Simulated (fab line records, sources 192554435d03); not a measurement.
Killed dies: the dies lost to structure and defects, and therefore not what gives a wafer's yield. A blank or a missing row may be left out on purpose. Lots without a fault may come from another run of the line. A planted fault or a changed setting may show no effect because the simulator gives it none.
Lot-split experiment ; flow n5-finfet ; 7 lots, 36 wafers read, on a route of 1938 steps

## THE SPLIT
At N5_BEOL_M6_TRENCH_ETCH_37 (etches SiCOH lowk in C4F6/O2, target depth 94.435 nm, time 31.5 s), the setting target-depth-a was moved away from the recipe's 944.35 angstrom on 12 of the 36 wafers read, by -42.5% to +44.6%. This setting was run at the recipe's value on the other wafers.

## FROM THE SPLIT TO THE READING: what the file shows between them, 11 steps
- N5_BEOL_M6_ETCH_41: etches SiCN in CH3F/O2, target depth 29.7 nm, time 52 s
- N5_BEOL_M6_STRIP_80: strips in N2/H2, time 10 s
- N5_BEOL_M6_OCD_MEAS_38
- N5_BEOL_M6_HM_STRIP_39: strips TiN in peroxide tin strip, target depth 25 nm, time 158 s
- N5_BEOL_M6_SRD_40: time 30 s
- N5_BEOL_M6_ECD_50: material Cu, target thk 300 nm
- N5_BEOL_M6_ANNEAL_51: time 90 s
- N5_BEOL_M6_CMP_52: polishes, stops on SiCOH lowk, t overpolish 6.9 s, target thk 80 nm
- N5_BEOL_M6_THK_MEAS_53: measures by xrf
- N5_BEOL_M6_PRE_CLEAN_55: time 15 s
- N5_BEOL_M6_DEP_56: deposits SiCN from 3MS/NH3, target thk 10 nm, time 17.5 s

## THE READING
M6_RS, in ohm/sq, at N5_BEOL_M6_RS_MEAS_57 (measures by four-point-probe). A value of 0.289 ohm/sq with a standard deviation of 0.0097 ohm/sq is what fault-free wafers of this fab line usually give.

wafer;tool, chamber at the split;target-depth-a as run, angstrom;against the recipe;M6_RS, ohm/sq;against lot-mates on the recipe
L082.1;rie-diel-01, 2;1366;+44.6%;0.179;-0.110
L082.2;rie-diel-01, 3;944.35;recipe;0.290;-
L082.3;rie-diel-01, 0;944.35;recipe;0.287;-
L082.4;rie-diel-01, 1;944.35;recipe;0.289;-
L082.5;rie-diel-01, 0;1366;+44.6%;0.176;-0.113
L082.6;rie-diel-01, 1;1366;+44.6%;0.179;-0.110
L083.1;rie-diel-05, 0;944.35;recipe;0.283;-
L083.2;rie-diel-05, 3;944.35;recipe;0.281;-
L083.3;rie-diel-05, 2;739.7;-21.7%;0.398;+0.116
L083.4;rie-diel-05, 1;739.7;-21.7%;0.429;+0.147
L083.5;rie-diel-05, 0;944.35;recipe;0.281;-
L083.6;rie-diel-05, 3;739.7;-21.7%;0.403;+0.121
L087.1;rie-diel-01, 1;543;-42.5%;0.647;+0.355
L087.2;rie-diel-01, 0;944.35;recipe;0.281;-
L087.3;rie-diel-01, 2;944.35;recipe;0.302;-
L087.4;rie-diel-01, 3;543;-42.5%;0.705;+0.413
L087.5;rie-diel-01, 2;543;-42.5%;0.699;+0.407
L087.6;rie-diel-01, 1;944.35;recipe;0.293;-
L090.1;rie-diel-05, 3;944.35;recipe;0.294;-
L090.4;rie-diel-05, 0;944.35;recipe;0.285;-
L090.5;rie-diel-05, 3;944.35;recipe;0.292;-
L091.2;rie-diel-05, 0;944.35;recipe;0.288;-
L091.4;rie-diel-05, 2;944.35;recipe;0.289;-
L091.6;rie-diel-05, 2;944.35;recipe;0.283;-
L093.1;rie-diel-05, 2;944.35;recipe;0.287;-
L093.2;rie-diel-05, 3;944.35;recipe;0.286;-
L093.3;rie-diel-05, 0;1171;+24.0%;0.218;-0.074
L093.4;rie-diel-05, 1;944.35;recipe;0.303;-
L093.5;rie-diel-05, 3;1171;+24.0%;0.214;-0.078
L093.6;rie-diel-05, 2;1171;+24.0%;0.212;-0.080
L095.1;rie-diel-04, 0;944.35;recipe;0.298;-
L095.2;rie-diel-04, 3;944.35;recipe;0.295;-
L095.3;rie-diel-04, 1;944.35;recipe;0.290;-
L095.4;rie-diel-04, 1;944.35;recipe;0.296;-
L095.5;rie-diel-04, 3;944.35;recipe;0.286;-
L095.6;rie-diel-04, 0;944.35;recipe;0.290;-

THE FIT
A straight line over all 36 wafers: M6_RS changes by -0.00542 ohm/sq for each +1% of target-depth-a; r = -0.89; the points scatter about the line by 0.058 ohm/sq.
The same after taking each lot's own level away (the mean of its wafers on the recipe; 36 wafers): -0.00544 ohm/sq for each +1%; r = -0.89; scatter 0.057 ohm/sq.
On that fit, the largest move of target-depth-a shifts the reading by 0.24 ohm/sq.
Across the lots, their own levels run from 0.2817 to 0.2925 ohm/sq, a range of 1.1 times the standard deviation given above.
The two slopes agree, so the slope changes little with the lot-to-lot level.
Check: for one of the wafers moved furthest among these (+44.6%), held out of the fit, the line's prediction against its lot-mates is -0.233 ohm/sq. Against them it came out at -0.11 ohm/sq.

## OTHER SPLITS APPLIED TO THESE WAFERS
Before the reading, these wafers also passed through other splits. Each is held against what the fit with the lots' levels taken away leaves over:
other split on the same wafers;wafers away from the commonest value;r with M6_RS (lot level and that fit taken away)
N5_DUMMY_GATE_ETCH_31 target-depth-a;15;-0.27
N5_GATE_CUT_DESCUM_18 time-s;10;+0.08
N5_MOL_CONTACT_COAG_ETCH_67 target-depth-a;14;-0.01
N5_BEOL_M0_CUTY_DESCUM_61 time-s;6;+0.09

## THE WHOLE CHAIN: every reading that the file lists as answering this split, in the file's order
step;what it does;reading;change (the file's fit);r (the file's)
N5_BEOL_M6_TRENCH_ETCH_37;etches SiCOH lowk in C4F6/O2, target depth 94.435 nm, time 31.5 s;BEOL_M6.feature-depth-nm (the simulator's own value, which no gauge read);+0.937 nm for each +1% of the setting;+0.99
N5_BEOL_M6_TRENCH_ETCH_37;etches SiCOH lowk in C4F6/O2, target depth 94.435 nm, time 31.5 s;etch.depth-nm (the simulator's own value, which no gauge read);+0.936 nm for each +1% of the setting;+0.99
N5_BEOL_M6_TRENCH_ETCH_37;etches SiCOH lowk in C4F6/O2, target depth 94.435 nm, time 31.5 s;TiN_of_BEOL_M6_HM_DEP_02.thk-nm (the simulator's own value, which no gauge read);-0.0264 nm for each +1% of the setting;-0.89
N5_BEOL_M6_OCD_MEAS_38;;trench-depth-nm;+0.934 nm for each +1% of the setting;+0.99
N5_BEOL_M6_CMP_52;polishes, stops on SiCOH lowk, t overpolish 6.9 s, target thk 80 nm;Cu_of_BEOL_M6_ECD_50.thk-nm (the simulator's own value, which no gauge read);+0.941 nm for each +1% of the setting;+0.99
N5_BEOL_M6_THK_MEAS_53;measures by xrf;M6_THK;+0.949 for each +1% of the setting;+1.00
N5_BEOL_M6_RS_MEAS_57;measures by four-point-probe;M6_RS;-0.00541 for each +1% of the setting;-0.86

## THE FILE'S OWN FIT
M6_RS changes by -0.00541 ohm/sq for each +1% of target-depth-a, r = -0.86.
